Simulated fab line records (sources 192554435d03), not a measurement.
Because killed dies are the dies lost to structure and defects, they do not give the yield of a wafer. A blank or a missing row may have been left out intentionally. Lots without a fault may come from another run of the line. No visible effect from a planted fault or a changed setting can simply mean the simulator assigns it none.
fab line records    flow n5-finfet
[record] lots = 8  wafers = 24  last-day = 16
route steps=1938 shown BEOL_M2@843 BEOL_M4@1111
lots that met no fault: from a run of the same line without faults
start-h: hours from the record's opening day to when the first of the lot's shown wafers began    wait-h: hours from the lot's prior step to this one    " the same as in the row above    L1.1+2: a single row standing in for several wafers    - no value present, or no start provided    * or withheld: withheld    < > ~ a bound
route shown NAME@n: a module of which the file shows steps, and the number in the route of the first    usual: the fault-free wafers' mean and standard deviation    same: alike in all rows    chamber/n: place in a boat    sites: per-site readings    _std_site: standard deviation of those values    _edge_site: outer sites' mean less inner sites'    radius-mm: for every site, how far away it sits from the centre of the wafer    mask NAME#n: copy n    behind: the last tool/chamber to shape the wafer    hold: why the lot went on hold/how many hours it stayed there/how the hold came to an end    device: which transistor (n, p or np) failed to switch    end of line: at the end of the route, the tests of the same wafers    a step with no rows: only its recipe    killed: count of dies lost to structure and defects at first sort (not the wafer's yield)    map: a wafer's dies, marking killed ones x, the rest . and places with no die _
set.NAME: the setting the step ran with; set.NAME@STEP: the setting that earlier step ran with    model.NAME: the simulator's own value behind a step, which no gauge read
the route's steps for a sample of lots (tables are steps, rows are wafers)
services: when a tool's chamber went out of use (start-h, in hours from the record's first day, below 0 if earlier), for how many hours, and the reason
[[steps]]
[step N5_BEOL_M2_PECVD_72]
[recipe] material = SiO2  target-thk-a = 160  temp-c = 400  precursor = TEOS/O2  pressure-torr = 5.5  rf-w = 450  teos-flow-sccm = 53.8  gas = O2  flow-sccm = 3000  time-s = 18
[usual] heater-power-outer-w = 426/79  heater-power-w = 723/120  showerhead-plenum-p-Torr = 8.75/0.071  throttle-valve-pct = 21.8/1.1
[same] time-s = 18
lot.wafer  tool      chamber  start-h  wait-h  heater-power-outer-w  heater-power-w  showerhead-plenum-p-Torr  throttle-valve-pct
L789.2     pecvd-03  1        134.50   0.0     461                   723             8.83                      21.8
L789.4     "         1        "        "       474                   740             8.86                      22.0
L789.6     "         0        "        "       417                   722             8.74                      24.1
L793.3     pecvd-04  2        164.47   0.0     512                   778             8.91                      22.7
L793.4     "         2        "        "       503                   773             8.92                      22.4
L793.6     "         0        "        "       313                   533             8.73                      21.4
L796.2     pecvd-03  0        187.04   0.0     478                   796             8.76                      24.0
L796.4     "         1        "        "       403                   680             8.82                      21.8
L796.6     "         2        "        "       427                   845             8.69                      21.7
L799.1     pecvd-02  1        201.98   0.0     388                   695             8.67                      20.6
L799.3     "         2        "        "       467                   774             8.79                      20.1
L799.5     "         0        "        "       409                   647             8.70                      21.3
L801.1     pecvd-03  1        211.18   0.0     396                   649             8.85                      22.2
L801.3     "         0        "        "       473                   808             8.74                      24.0
L801.6     "         1        "        "       393                   636             8.83                      22.0
L805.2     pecvd-02  1        237.20   0.0     395                   708             8.69                      20.5
L805.5     "         2        "        "       454                   757             8.80                      20.4
L805.6     "         0        "        "       434                   714             8.75                      21.2
L806.1     pecvd-03  1        243.81   0.0     414                   674             8.84                      22.3
L806.2     "         0        "        "       477                   792             8.78                      23.6
L806.4     "         2        "        "       448                   847             8.69                      22.0
L807.1     pecvd-03  0        245.24   0.0     438                   752             8.76                      23.9
L807.3     "         2        "        "       450                   845             8.72                      22.0
L807.4     "         0        "        "       444                   742             8.75                      23.9
[step N5_BEOL_M2_INSPECT_13]
[recipe] mode = adi  inspect-instrument = brightfield
[usual] raw-defect-count = 380/96
lot.wafer  tool               chamber  start-h  wait-h  raw-defect-count
L789.2     defect-inspect-02  -        135.78   0.0     333
L789.4     "                  -        "        "       431
L789.6     "                  -        "        "       387
L793.3     defect-inspect-02  -        165.17   0.0     280
L793.4     "                  -        "        "       329
L793.6     "                  -        "        "       320
L796.2     defect-inspect-01  -        188.62   0.0     334
L796.4     "                  -        "        "       308
L796.6     "                  -        "        "       276
L799.1     defect-inspect-01  -        204.27   0.1     280
L799.3     "                  -        "        "       536
L799.5     "                  -        "        "       252
L801.1     defect-inspect-02  -        211.72   0.1     419
L801.3     "                  -        "        "       385
L801.6     "                  -        "        "       417
L805.2     defect-inspect-02  -        240.14   0.0     289
L805.5     "                  -        "        "       350
L805.6     "                  -        "        "       345
L806.1     defect-inspect-01  -        244.39   0.1     274
L806.2     "                  -        "        "       252
L806.4     "                  -        "        "       354
L807.1     defect-inspect-01  -        247.25   0.1     321
L807.3     "                  -        "        "       366
L807.4     "                  -        "        "       362
[step N5_BEOL_M2_ETCH_74]
[recipe] chemistry = N2/H2  target = underlayer  target-depth-a = 65  mask-material = CAR-EUV  time-s = 5.2  ion-energy-ev = 200  pressure-mtorr = 30  source-w = 840  bias-w = 150  n2-flow-sccm = 200  h2-flow-sccm = 200  ends = cleared
[usual] bias-w = 149.9/0.4  drypump-motor-current-A = 5.6/0.42  etch-rf-on-time-s = 5.18/0.076  n2-flow-sccm = 200.0/0.63  oes-product-au = 0.68/0.071  rf-vpp-V = 523.9/2.8  showerhead-plenum-p-Torr = 2.54/0.09  throttle-valve-pct = 17.87/0.23
lot.wafer  tool         chamber  start-h  wait-h  bias-w  drypump-motor-current-A  etch-rf-on-time-s  n2-flow-sccm  oes-product-au  rf-hours-counter-h  rf-vpp-V  showerhead-plenum-p-Torr  throttle-valve-pct
L789.2     rie-diel-01  0        135.85   0.0     149.6   6.2                      5.29               200.0         0.59            211                 521.8     2.53                      18.27
L789.4     "            3        "        "       150.3   5.4                      5.28               200.0         0.70            82                  520.7     2.47                      17.55
L789.6     "            3        "        "       150.6   5.4                      5.27               199.3         0.70            -                   523.8     2.47                      17.53
L793.3     rie-diel-06  1        165.33   0.0     149.9   6.2                      5.14               201.5         0.75            37                  529.4     2.70                      17.94
L793.4     "            2        "        "       150.7   5.8                      5.21               201.2         0.61            209                 523.4     2.52                      18.01
L793.6     "            0        "        "       149.6   4.8                      5.09               199.5         0.74            -                   526.6     2.68                      17.87
L796.2     rie-diel-01  1        188.68   0.0     149.2   5.6                      7.17               200.2         0.49            228                 522.0     2.50                      17.96
L796.4     "            3        "        "       149.2   5.4                      7.10               200.6         0.58            101                 523.2     2.46                      17.56
L796.6     "            0        "        "       149.6   6.2                      7.31               199.4         0.49            -                   523.4     2.52                      18.28
L799.1     rie-diel-01  2        204.35   0.0     150.8   5.2                      7.14               199.8         0.56            124                 521.1     2.45                      17.78
L799.3     "            1        "        "       149.6   5.7                      7.16               201.1         0.50            234                 523.0     2.50                      17.96
L799.5     "            2        "        "       150.3   5.3                      7.10               199.6         0.56            -                   521.6     2.45                      17.77
L801.1     rie-diel-06  2        211.79   0.0     149.7   5.8                      5.27               200.9         0.60            222                 522.6     2.51                      18.03
L801.3     "            3        "        "       149.9   5.7                      5.32               198.8         0.57            248                 526.5     2.60                      18.26
L801.6     "            2        "        "       150.2   5.8                      5.28               200.5         0.60            -                   522.7     2.51                      18.05
L805.2     rie-diel-05  3        240.20   0.0     150.0   5.0                      5.12               199.3         0.72            49                  529.0     2.69                      17.56
L805.5     "            2        "        "       149.5   5.6                      5.03               199.7         0.72            -                   521.6     2.46                      18.03
L805.6     "            3        "        "       149.6   5.0                      5.13               199.3         0.71            -                   530.1     2.69                      17.59
L806.1     rie-diel-05  3        244.46   0.0     150.3   5.0                      5.16               200.4         0.73            49                  528.3     2.69                      17.58
L806.2     "            1        "        "       149.6   6.1                      5.15               200.1         0.74            40                  522.4     2.58                      17.56
L806.4     "            0        "        "       150.1   5.5                      5.21               200.0         0.71            59                  521.3     2.47                      17.61
L807.1     rie-diel-05  1        247.32   0.0     149.6   6.1                      5.07               200.0         0.76            41                  525.9     2.58                      17.58
L807.3     "            3        "        "       149.8   5.0                      5.19               199.8         0.73            50                  530.8     2.69                      17.59
L807.4     "            0        "        "       149.6   5.4                      5.27               200.8         0.71            60                  523.8     2.47                      17.61
[step N5_BEOL_M2_ETCH_64]
[recipe] chemistry = N2/H2  target = SOC  target-depth-a = 750  overetch-a = 225  mask-material = SiARC  temp-c = 40  time-s = 121.9  ion-energy-ev = 200  pressure-mtorr = 30  source-w = 840  bias-w = 150  n2-flow-sccm = 200  h2-flow-sccm = 200
[usual] bias-w = 150.0/0.42  drypump-motor-current-A = 5.6/0.42  n2-flow-sccm = 199.9/0.65  oes-product-au = 0.60/0.06  rf-vpp-V = 524.0/2.7  showerhead-plenum-p-Torr = 2.54/0.09  throttle-valve-pct = 17.83/0.23
[same] time-s = 121.9
lot.wafer  tool         chamber  start-h  wait-h  bias-w  drypump-motor-current-A  n2-flow-sccm  oes-product-au  rf-hours-counter-h  rf-vpp-V  showerhead-plenum-p-Torr  throttle-valve-pct
L789.2     rie-diel-01  0        135.89   0.0     150.2   6.2                      199.4         0.54            211                 522.7     2.53                      18.24
L789.4     "            3        "        "       150.2   5.4                      200.3         0.62            82                  522.7     2.47                      17.49
L789.6     "            3        "        "       149.6   5.4                      200.8         0.64            -                   522.2     2.47                      17.49
L793.3     rie-diel-06  1        165.38   0.0     150.2   6.2                      200.4         0.67            37                  528.6     2.70                      17.89
L793.4     "            2        "        "       149.8   5.8                      199.1         0.54            209                 525.1     2.52                      18.00
L793.6     "            0        "        "       150.0   4.8                      199.7         0.65            -                   527.5     2.68                      17.82
L796.2     rie-diel-01  1        188.73   0.0     149.5   5.6                      199.8         0.53            228                 523.7     2.50                      17.96
L796.4     "            3        "        "       150.0   5.4                      201.1         0.61            101                 522.7     2.46                      17.53
L796.6     "            0        "        "       149.5   6.1                      199.4         0.53            -                   523.4     2.52                      18.25
L799.1     rie-diel-01  2        204.39   0.0     150.2   5.3                      199.5         0.59            125                 521.5     2.45                      17.76
L799.3     "            1        "        "       150.1   5.7                      200.1         0.52            234                 522.4     2.50                      17.94
L799.5     "            2        "        "       150.3   5.2                      199.1         0.59            -                   522.9     2.45                      17.73
L801.1     rie-diel-06  2        211.84   0.0     150.6   5.8                      200.5         0.53            222                 522.5     2.51                      18.00
L801.3     "            3        "        "       150.5   5.7                      199.7         0.52            248                 525.7     2.60                      18.21
L801.6     "            2        "        "       150.6   5.8                      199.4         0.54            -                   524.4     2.51                      18.01
L805.2     rie-diel-05  3        240.25   0.0     150.4   5.0                      200.2         0.64            49                  528.5     2.69                      17.56
L805.5     "            2        "        "       150.5   5.6                      198.5         0.62            -                   521.2     2.46                      18.01
L805.6     "            3        "        "       150.3   5.0                      200.2         0.64            -                   529.0     2.69                      17.56
L806.1     rie-diel-05  3        244.50   0.0     150.2   5.0                      199.0         0.64            49                  528.1     2.69                      17.53
L806.2     "            1        "        "       150.5   6.1                      199.4         0.65            40                  524.7     2.58                      17.54
L806.4     "            0        "        "       150.0   5.5                      200.3         0.63            59                  522.5     2.47                      17.57
L807.1     rie-diel-05  1        247.36   0.0     150.0   6.1                      200.9         0.66            41                  525.7     2.58                      17.54
L807.3     "            3        "        "       150.3   4.9                      200.6         0.65            50                  528.1     2.69                      17.55
L807.4     "            0        "        "       149.9   5.5                      199.9         0.64            60                  522.0     2.47                      17.56
[step N5_BEOL_M4_RC_MEAS_101]
[usual] DIBL_N = 35.7/1.3  DIBL_P = 35.4/1.8  IOFF_N = 0.152/0.027  IOFF_P = 0.20/0.034  ION_N = 672/9.8  ION_P = 461/7.5  SS_N = 71.4/0.55  SS_P = 73.1/0.61  VT_N = 251/3.3  VT_P = -251/3.6
lot.wafer  tool       chamber  start-h  wait-h  DIBL_N[mV/V]  DIBL_P[mV/V]  IOFF_N[nA/um]  IOFF_P[nA/um]  ION_N[uA/um]  ION_P[uA/um]  SS_N[mV/dec]  SS_P[mV/dec]  VT_N[mV]  VT_P[mV]
L789.2     prober-01  0        167.97   0.2     34.0          32.5          0.114          0.16           661           457           70.3          72.7          255       -255
L789.4     "          0        "        "       35.2          34.1          0.133          0.18           670           464           70.6          73.5          253       -251
L789.6     "          0        "        "       34.4          34.2          0.126          0.18           659           452           71.3          73.0          255       -250
L793.3     prober-02  0        194.45   0.3     35.6          36.1          0.174          0.24           679           472           71.7          73.4          247       -243
L793.4     "          0        "        "       38.0          39.5          0.237          0.32           694           484           72.4          73.6          243       -242
L793.6     "          0        "        "       37.0          37.8          0.203          0.27           691           481           71.8          73.5          243       -243
L796.2     prober-02  0        218.47   0.6     33.7          32.3          0.114          0.16           666           458           70.7          72.2          256       -253
L796.4     "          0        "        "       35.1          34.0          0.131          0.19           674           463           71.6          72.7          255       -253
L796.6     "          0        "        "       33.6          32.7          0.112          0.17           666           467           72.0          72.5          255       -255
L799.1     prober-02  0        236.93   0.0     37.6          35.4          0.182          0.22           679           466           71.1          72.9          245       -248
L799.3     "          0        "        "       37.1          35.1          0.195          0.23           686           469           70.6          73.9          244       -245
L799.5     "          0        "        "       36.1          34.5          0.168          0.21           684           468           70.3          73.2          244       -248
L801.1     prober-02  0        241.33   0.2     34.1          33.8          0.115          0.16           656           450           71.3          72.5          254       -253
L801.3     "          0        "        "       35.7          35.6          0.138          0.18           673           454           72.0          72.6          254       -255
L801.6     "          0        "        "       36.3          36.0          0.146          0.19           661           452           71.7          73.2          253       -254
L807.1     prober-01  0        275.44   0.0     35.3          34.9          0.143          0.18           676           459           71.4          72.9          252       -253
L807.3     "          0        "        "       34.3          33.2          0.123          0.17           666           457           70.4          72.6          254       -254
L807.4     "          0        "        "       34.0          33.3          0.126          0.18           667           460           70.9          72.6          252       -252
L805.2     prober-01  0        279.11   0.2     34.7          33.2          0.143          0.19           674           463           72.2          73.0          252       -249
L805.5     "          0        "        "       33.4          31.7          0.122          0.17           666           462           71.8          73.3          254       -251
L805.6     "          0        "        "       35.4          35.0          0.164          0.21           676           469           72.1          73.5          252       -249
L806.1     prober-02  0        280.66   0.0     39.0          38.9          0.201          0.28           685           474           71.8          74.3          246       -246
L806.2     "          0        "        "       38.2          37.8          0.196          0.27           691           479           72.4          74.4          248       -244
L806.4     "          0        "        "       37.7          37.7          0.175          0.26           677           472           71.4          74.6          248       -244
[[services]]
tool         chamber  start-h  hours  kind
pecvd-04     0        120.21   5.5    scheduled-down
pecvd-03     0        143.65   5.5    scheduled-down
rie-diel-06  0        149.96   9.6    repair
pecvd-03     -        152.71   6.0    pm
pecvd-02     1        165.64   2.1    scheduled-down
pecvd-04     -        177.19   2.8    pm
rie-diel-06  -        186.01   2.8    pm
rie-diel-06  2        193.07   5.0    repair
pecvd-03     1        193.72   6.0    repair
pecvd-04     -        194.54   2.1    repair
pecvd-04     2        202.38   -      clean
pecvd-04     2        202.38   -      consumable-replace:showerhead
pecvd-04     2        202.38   29.0   scheduled-down
pecvd-04     2        202.38   29.0   vent-cycle
rie-diel-06  3        217.63   -      clean
rie-diel-06  3        217.63   -      consumable-replace:focus-ring
rie-diel-06  3        217.63   24.0   scheduled-down
rie-diel-06  3        217.63   24.0   vent-cycle
rie-diel-01  0        246.77   -      clean
rie-diel-01  0        246.77   -      consumable-replace:focus-ring
rie-diel-01  0        246.77   17.1   scheduled-down
rie-diel-01  0        246.77   17.1   vent-cycle
[[key]]
[first-sign] step = N5_BEOL_M2_ETCH_74  reading = etch-rf-on-time-s  direction = up  sigmas = 26  usual = *  struck = *
[effect] step = N5_BEOL_M2_ETCH_74  reading = oes-product-au  direction = down  sigmas = 2.1  usual = 0.68  struck = 0.53
met-at N5_BEOL_M2_ETCH_74
struck-lots L796,L799
not-acting-at N5_BEOL_M2_PECVD_72,N5_BEOL_M2_INSPECT_13,N5_BEOL_M2_ETCH_64
onset-between 135.85 188.68
[fault] kind = process-parameter-drift  tool = rie-diel-01  chamber = -  onset-h = 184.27  steps = N5_BEOL_M2_ETCH_74  channel = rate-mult  offset = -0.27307  shape = step  end-h = 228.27
